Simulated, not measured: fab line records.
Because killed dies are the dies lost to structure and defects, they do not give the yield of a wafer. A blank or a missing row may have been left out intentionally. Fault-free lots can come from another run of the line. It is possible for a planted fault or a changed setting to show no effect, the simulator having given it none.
fab line records	flow nand-harc
record: lots: 12	wafers: 36	last-day: 24
route steps=1159 shown A_ONON_D1@433 A_CHANNEL_HOLE_D1@464 END@1159
lots that met no fault: from a run of the same line without faults
start-h: hours from the record's opening day to when the first of the lot's shown wafers began	wait-h: hours from the lot's prior step to this one	" unchanged from the row above	L1.1+2: several wafers, shown together as one row	- no value present, or no start provided	* or withheld: withheld	< > ~ a bound
route shown NAME@n: NAME is a module with steps in the file, n the number in the route of the first one	usual: the fault-free wafers' mean and standard deviation	same: alike in all rows	chamber/n: place in a boat	sites: readings site by site	_std_site: standard deviation of those values	_edge_site: the outer-site mean with the inner-site mean subtracted	radius-mm: how far each site lies from the wafer's centre	mask NAME#n: copy n	behind: the tool/chamber that last shaped the wafer	hold: why the lot was held/for how many hours/how that ended	device: whichever transistor did not switch (one of n, p or np)	end of line: tests run on the same wafers once the route is complete	for a step that has no rows: nothing shown but its recipe	killed: dies that structure and defects cost at the first sort, which is not the same as the wafer's yield	map: the dies of a wafer, with x for killed, . for not killed, _ for no die there
set.NAME: setting as actually run; set.NAME@STEP: the setting as run at that earlier step	model.NAME: the simulator's own value behind a step, which no gauge read
a sample of lots followed through the steps of the route, with each step as a table and each wafer as a row
services: a tool's chamber out of use, with start hour (start-h, from the record's first day; less than 0 if before it), hours out, and reason
== steps ==
step: NHARC_A_ONON_D1_THK_MEAS_14
recipe: thk-meas-gauge: ellipsometry
usual: thk-nm: 1001/11
lot.wafer	tool	chamber	start-h	wait-h	thk-nm
L589.1	film-metro-02	-	163.17	-	995
L589.2	"	-	"	"	992
L589.4	"	-	"	"	992
L590.1	film-metro-01	-	163.17	-	1002
L590.4	"	-	"	"	1000
L590.6	"	-	"	"	1003
L592.4	film-metro-02	-	175.70	-	988
L592.5	"	-	"	"	990
L592.6	"	-	"	"	989
L591.1	film-metro-02	-	183.02	-	1022
L591.4	"	-	"	"	1021
L591.6	"	-	"	"	1021
L594.3	film-metro-02	-	187.48	-	978
L594.4	"	-	"	"	982
L594.5	"	-	"	"	980
L596.1	film-metro-02	-	203.00	-	998
L596.4	"	-	"	"	997
L596.5	"	-	"	"	996
L605.1	film-metro-01	-	255.98	-	1016
L605.2	"	-	"	"	1013
L605.5	"	-	"	"	1014
L604.1	film-metro-02	-	256.01	-	1002
L604.4	"	-	"	"	999
L604.5	"	-	"	"	1002
L608.3	film-metro-01	-	265.13	-	1010
L608.5	"	-	"	"	1009
L608.6	"	-	"	"	1008
L610.3	film-metro-01	-	281.86	-	992
L610.4	"	-	"	"	993
L610.6	"	-	"	"	991
L609.2	film-metro-02	-	281.87	-	998
L609.3	"	-	"	"	997
L609.4	"	-	"	"	1000
L612.3	film-metro-01	-	297.94	-	1004
L612.5	"	-	"	"	1003
L612.6	"	-	"	"	1003
step: NHARC_A_CHANNEL_HOLE_D1_INSPECT_12
usual: raw-defect-count: 5.2/2.5
lot.wafer	tool	chamber	start-h	wait-h	raw-defect-count
L590.1	defect-inspect-01	-	180.34	0.0	1
L590.4	"	-	"	"	3
L590.6	"	-	"	"	2
L589.1	defect-inspect-01	-	181.40	0.0	3
L589.2	"	-	"	"	8
L589.4	"	-	"	"	3
L592.4	defect-inspect-02	-	189.30	0.0	1
L592.5	"	-	"	"	8
L592.6	"	-	"	"	4
L591.1	defect-inspect-01	-	195.96	0.0	5
L591.4	"	-	"	"	7
L591.6	"	-	"	"	7
L594.3	defect-inspect-02	-	200.15	0.0	5
L594.4	"	-	"	"	3
L594.5	"	-	"	"	5
L596.1	defect-inspect-02	-	215.61	0.0	3
L596.4	"	-	"	"	5
L596.5	"	-	"	"	4
L604.1	defect-inspect-02	-	272.28	0.0	4
L604.4	"	-	"	"	3
L604.5	"	-	"	"	7
L605.1	defect-inspect-02	-	272.43	0.0	8
L605.2	"	-	"	"	6
L605.5	"	-	"	"	7
L608.3	defect-inspect-02	-	281.45	0.0	7
L608.5	"	-	"	"	9
L608.6	"	-	"	"	3
L609.2	defect-inspect-02	-	294.78	0.0	8
L609.3	"	-	"	"	7
L609.4	"	-	"	"	2
L610.3	defect-inspect-02	-	295.17	0.0	5
L610.4	"	-	"	"	4
L610.6	"	-	"	"	4
L612.3	defect-inspect-01	-	313.03	0.0	0
L612.5	"	-	"	"	8
L612.6	"	-	"	"	9
step: NHARC_A_CHANNEL_HOLE_D1_ETCH_16
recipe: target-depth-a: 31000	over-etch-frac: 0.3	time-s: 806	ion-energy-ev: 150	o2-flow-sccm: 400	cos-flow-sccm: 20	ar-flow-sccm: 0	rf-w: 500	bias-w: 300	chemistry: O2/COS
usual: bias-w: 299.9/0.93	chamber-pressure-mTorr: 19.999/0.018	drypump-motor-current-A: 5.8/0.48	oes-product-au: 1.002/0.013	rf-vpp-V: 313.9/1.9	showerhead-plenum-p-Torr: 3.11/0.11	throttle-valve-pct: 28.331/0.0084
lot.wafer	tool	chamber	start-h	wait-h	bias-w	chamber-pressure-mTorr	drypump-motor-current-A	oes-product-au	rf-hours-counter-h	rf-vpp-V	showerhead-plenum-p-Torr	throttle-valve-pct
L590.1	rie-diel-08	0	180.99	-	301.2	20.018	5.8	1.004	4	316.7	3.27	28.343
L590.4	"	2	"	"	300.4	19.993	6.2	0.988	4	313.0	2.94	28.343
L590.6	"	3	"	"	300.1	19.999	6.4	0.987	-	315.7	3.17	28.319
L589.2	rie-diel-08	1	181.99	-	300.9	20.012	5.4	1.007	4	313.1	3.00	28.334
L589.4	"	3	"	"	299.0	19.993	6.4	0.985	4	313.2	3.17	28.329
L589.1	"	0	"	"	300.9	20.008	5.8	1.004	5	316.6	3.27	28.338
L592.4	rie-diel-10	1	189.94	-	299.7	19.996	5.1	1.005	1	316.6	3.32	28.335
L592.5	"	0	"	"	299.7	20.023	5.4	0.995	-	314.1	3.10	28.332
L592.6	"	1	"	"	299.2	19.990	5.1	1.000	-	315.9	3.32	28.331
L591.1	rie-diel-10	1	196.66	-	300.4	20.006	5.1	1.018	2	316.0	3.32	28.322
L591.4	"	2	"	"	301.2	19.999	5.9	0.994	2	316.5	3.15	28.333
L591.6	"	0	"	"	299.6	19.992	5.4	1.005	-	312.4	3.10	28.332
L594.3	rie-diel-10	2	200.79	-	-	-	-	-	-	-	-	-
L594.4	"	3	"	"	-	-	-	-	-	-	-	-
L594.5	"	2	"	"	-	-	-	-	-	-	-	-
L596.1	rie-diel-08	1	216.37	-	-	-	-	-	-	-	-	-
L596.5	"	1	"	"	-	-	-	-	-	-	-	-
L596.4	"	2	"	"	-	-	-	-	-	-	-	-
L604.1	rie-diel-10	1	272.86	-	300.1	19.990	5.1	1.025	8	317.0	3.31	28.317
L604.4	"	0	"	"	301.5	19.974	5.4	1.004	7	313.1	3.09	28.335
L604.5	"	2	"	"	298.7	20.038	5.9	0.991	-	314.4	3.15	28.324
L605.1	rie-diel-01	2	273.02	-	299.4	19.998	6.6	0.980	7	313.5	3.13	28.329
L605.2	"	0	"	"	301.0	19.998	5.1	1.021	8	315.0	3.18	28.322
L605.5	"	2	"	"	299.5	20.033	6.6	0.991	-	314.9	3.13	28.320
L608.3	rie-diel-08	2	282.12	-	301.8	20.005	6.2	0.999	10	312.1	2.94	28.332
L608.5	"	2	"	"	299.8	20.013	6.2	1.008	-	310.5	2.94	28.313
L608.6	"	1	"	"	298.8	20.001	5.4	1.014	-	313.7	3.00	28.342
L609.4	rie-diel-08	2	295.37	-	300.5	19.995	6.2	1.004	12	311.4	2.94	28.328
L609.2	"	3	"	"	302.0	20.017	6.4	0.986	8	314.1	3.16	28.340
L609.3	"	1	"	"	299.1	19.999	5.4	1.014	11	312.3	3.00	28.329
L610.4	rie-diel-01	2	295.81	-	299.2	19.970	6.6	0.991	11	314.7	3.12	28.321
L610.3	"	0	"	"	298.6	20.015	5.2	1.018	11	315.4	3.18	28.335
L610.6	"	1	"	"	300.7	20.021	5.5	0.978	-	312.0	3.00	28.324
L612.3	rie-diel-01	0	313.74	-	301.1	20.004	5.2	1.020	12	314.8	3.18	28.326
L612.6	"	2	"	"	301.4	20.006	6.6	0.995	-	314.1	3.12	28.331
L612.5	"	3	"	"	298.5	19.978	5.6	1.008	-	313.7	3.04	28.312
step: NHARC_A_CHANNEL_HOLE_D1_STRIP_27
recipe: o2-flow-sccm: 500	ar-flow-sccm: 0	bias-w: 0	chemistry: O2
usual: drypump-motor-current-A: 5.8/0.47	oes-product-au: 1.003/0.012	rf-vpp-V: 57.7/0.92	showerhead-plenum-p-Torr: 3.53/0.12	throttle-valve-pct: 17.036/0.0082
lot.wafer	tool	chamber	start-h	wait-h	drypump-motor-current-A	oes-product-au	rf-hours-counter-h	rf-vpp-V	showerhead-plenum-p-Torr	throttle-valve-pct
L590.4	rie-diel-10	1	-	-	5.2	1.017	0	57.5	3.75	17.036
L590.1	"	2	"	"	5.9	0.995	0	58.7	3.56	17.036
L590.6	"	1	"	"	5.2	1.011	-	57.9	3.75	17.028
L589.2	rie-diel-01	2	-	-	6.6	0.981	2	58.3	3.53	17.036
L589.4	"	0	"	"	5.2	1.027	3	59.3	3.60	17.019
L589.1	"	1	"	"	5.5	0.982	3	56.9	3.39	17.032
L592.4	rie-diel-08	3	-	-	6.4	0.998	4	56.1	3.58	17.047
L592.5	"	1	"	"	5.3	1.021	-	56.7	3.39	17.034
L592.6	"	2	"	"	6.2	0.998	-	55.6	3.32	17.041
L591.1	rie-diel-01	1	-	-	5.5	0.991	3	58.4	3.39	17.029
L591.4	"	0	"	"	5.2	1.030	3	58.4	3.60	17.047
L591.6	"	2	"	"	6.6	0.993	-	59.7	3.53	17.043
L594.3	rie-diel-08	3	-	-	6.4	1.001	4	57.0	3.58	17.045
L594.4	"	3	"	"	6.4	1.009	-	56.3	3.58	17.034
L594.5	"	2	"	"	6.2	1.015	-	57.6	3.32	17.018
L596.1	rie-diel-01	1	-	-	5.5	0.985	4	57.1	3.39	17.048
L596.4	"	0	"	"	5.2	1.024	5	58.1	3.60	17.035
L596.5	"	1	"	"	5.5	0.986	-	56.9	3.39	17.042
L604.4	rie-diel-08	2	-	-	6.2	1.002	10	57.1	3.32	17.041
L604.1	"	3	"	"	6.4	0.984	7	57.1	3.57	17.045
L604.5	"	2	"	"	6.2	1.003	-	56.7	3.32	17.035
L605.2	rie-diel-10	2	-	-	5.9	0.994	7	57.4	3.56	17.040
L605.1	"	0	"	"	5.4	0.994	7	57.2	3.50	17.037
L605.5	"	2	"	"	5.9	0.985	-	58.6	3.56	17.051
L608.3	rie-diel-08	0	-	-	5.8	1.018	10	57.6	3.69	17.033
L608.6	"	0	"	"	5.8	1.012	-	59.2	3.69	17.049
L608.5	"	1	"	"	5.4	1.029	-	57.2	3.39	17.037
L609.4	rie-diel-01	2	-	-	6.6	0.984	11	58.3	3.53	17.024
L609.3	"	3	"	"	5.5	1.005	11	58.9	3.44	17.024
L609.2	"	0	"	"	5.2	1.018	11	57.8	3.59	17.038
L610.3	rie-diel-08	2	-	-	6.2	1.007	12	56.9	3.32	17.032
L610.4	"	3	"	"	6.5	1.001	9	59.6	3.57	17.035
L610.6	"	1	"	"	5.4	1.010	-	57.6	3.39	17.026
L612.3	rie-diel-10	0	-	-	5.4	1.016	11	57.9	3.49	17.033
L612.6	"	3	"	"	6.3	1.011	-	58.1	3.52	17.046
L612.5	"	2	"	"	5.9	0.999	-	57.9	3.56	17.028
step: NHARC_END_SORT_01
recipe: temp-c: 25
usual: killed-at-array: 26/11	killed-at-other: 0.6/1	killed-at-periphery: 3.1/2.1	killed-dies: 30/11	killed-open: 3.4/1.8	killed-short: 2.1/1.5
same: gross-dies: 677
lot.wafer	tool	chamber	start-h	wait-h	killed-at-array	killed-at-other	killed-at-periphery	killed-dies	killed-open	killed-short
L594.3	prober-02	0	466.75	3.1	673	0	4	677	3	3
L594.4	prober-02	0	467.55	3.4	667	2	8	677	6	1
L594.5	prober-02	0	468.35	3.7	672	0	5	677	2	2
L596.1	prober-01	0	502.31	2.5	674	0	3	677	1	4
L596.4	prober-01	0	504.70	3.4	673	1	3	677	3	1
L596.5	prober-01	0	505.50	3.7	674	2	1	677	3	1
killed by level:class
L594.3 A_CHANNEL_HOLE_D1:area-etch=658 A_SLIT:chamber-film-flake=7 A_CONTACT:geometric-particle:open=2 P_M1:chamber-film-flake=2 A_STAIRCASE:chamber-film-flake=2 P_M1:geometric-particle:short=1 A_CHANNEL_HOLE_D1:geometric-particle:open=1 A_CHANNEL_FILL_D1:geometric-particle:short=1
L594.4 A_CHANNEL_HOLE_D1:area-etch=643 A_SLIT:chamber-film-flake=12 P_BONDPAD:chamber-film-flake=4 A_CONTACT:geometric-particle:open=3 A_CHANNEL_HOLE_D1:chamber-film-flake=3 A_SGD_CUT:geometric-particle:open=2 P_ZERO_WELL:chamber-film-flake=2 A_CONTACT:chamber-film-flake=2
L594.5 A_CHANNEL_HOLE_D1:area-etch=650 A_SLIT:chamber-film-flake=9 A_CHANNEL_HOLE_D1:chamber-film-flake=5 P_ZERO_WELL:chamber-film-flake=3 A_CONTACT:chamber-film-flake=3 A_CHANNEL_HOLE_D1:geometric-particle:short=1 A_CHANNEL_HOLE_D1:geometric-particle:open=1 A_CHANNEL_FILL_D1:geometric-particle:short=1
L596.1 A_CHANNEL_HOLE_D1:area-etch=649 A_SLIT:chamber-film-flake=11 A_SGD_CUT:chamber-film-flake=5 A_CHANNEL_FILL_D1:chamber-film-flake=3 A_CHANNEL_HOLE_D1:chamber-film-flake=2 P_CONTACT:geometric-particle:short=1 A_CHANNEL_FILL_D1:geometric-particle:short=1 A_CHANNEL_FILL_D1:geometric-particle:open=1
L596.4 A_CHANNEL_HOLE_D1:area-etch=639 A_SLIT:chamber-film-flake=12 A_CHANNEL_HOLE_D1:chamber-film-flake=9 A_SGD_CUT:chamber-film-flake=3 A_CONTACT:chamber-film-flake=3 A_CHANNEL_FILL_D1:chamber-film-flake=2 P_GATE:geometric-particle:open=1 A_ONON_D1:geometric-particle:short=1
L596.5 A_CHANNEL_HOLE_D1:area-etch=646 A_SLIT:chamber-film-flake=14 A_SGD_CUT:chamber-film-flake=4 A_CONTACT:chamber-film-flake=4 THIN_TSV:chamber-film-flake=2 A_M1:geometric-particle:open=2 A_CHANNEL_HOLE_D1:chamber-film-flake=2 P_M0:geometric-particle:short=1
== services ==
tool	chamber	start-h	hours	kind
rie-diel-08	0	158.32	-	clean
rie-diel-08	1	158.32	-	clean
rie-diel-08	2	158.32	-	clean
rie-diel-08	3	158.32	-	clean
rie-diel-10	-	176.50	9.0	pm
rie-diel-08	0	182.83	-	clean
rie-diel-08	1	182.83	-	clean
rie-diel-08	2	182.83	-	clean
rie-diel-08	3	182.83	-	clean
rie-diel-08	1	205.09	8.1	repair
rie-diel-08	0	207.33	-	clean
rie-diel-08	2	207.33	-	clean
rie-diel-08	3	207.33	-	clean
rie-diel-08	3	208.89	9.3	repair
rie-diel-08	3	229.92	1.3	repair
rie-diel-08	0	231.83	-	clean
rie-diel-08	1	231.83	-	clean
rie-diel-08	0	240.69	1.9	repair
rie-diel-10	3	274.73	2.4	repair
rie-diel-08	3	280.44	3.5	repair
rie-diel-08	-	301.81	9.0	pm
rie-diel-01	0	304.14	4.4	repair
rie-diel-10	1	308.08	15.5	repair
rie-diel-01	-	314.80	9.0	pm
== key ==
first-sign: step: NHARC_A_CHANNEL_HOLE_D1_ETCH_16	reading: tool-record	direction: missing
effect: step: NHARC_END_SORT_01	reading: killed-dies	direction: up	sigmas: 59	usual: 30	struck: 677
more-kills-born-at: NHARC_A_CHANNEL_HOLE_D1_ETCH_16@rie-diel-10: 1951	NHARC_A_CHANNEL_HOLE_D1_ETCH_16@rie-diel-08: 1934
met-at NHARC_A_CHANNEL_HOLE_D1_ETCH_16
struck-lots L594,L596
later-rows-left-out L594.3,L594.4,L594.5,L596.1,L596.4,L596.5
tester-left-out L594,L596
not-acting-at NHARC_A_ONON_D1_THK_MEAS_14,NHARC_A_CHANNEL_HOLE_D1_INSPECT_12,NHARC_A_CHANNEL_HOLE_D1_STRIP_27
onset-between 196.66 200.79
fault: kind: skipped-step-whole	tool: rie-diel-08,rie-diel-10	chamber: -	onset-h: 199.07	steps: NHARC_A_CHANNEL_HOLE_D1_ETCH_16	scope: struck-lots-only
tester-left-out: of these lots the tester's yield and bins aren't shown, on N5 and GAA mostly nor the transistor test; their killed dies are dies lost to structure and defects alone, not to doping, threshold or leakage, so they don't give the yield
later-rows-left-out: the simulator's readings of these wafers behind a module that went badly wrong aren't trusted and aren't shown, but for the sort
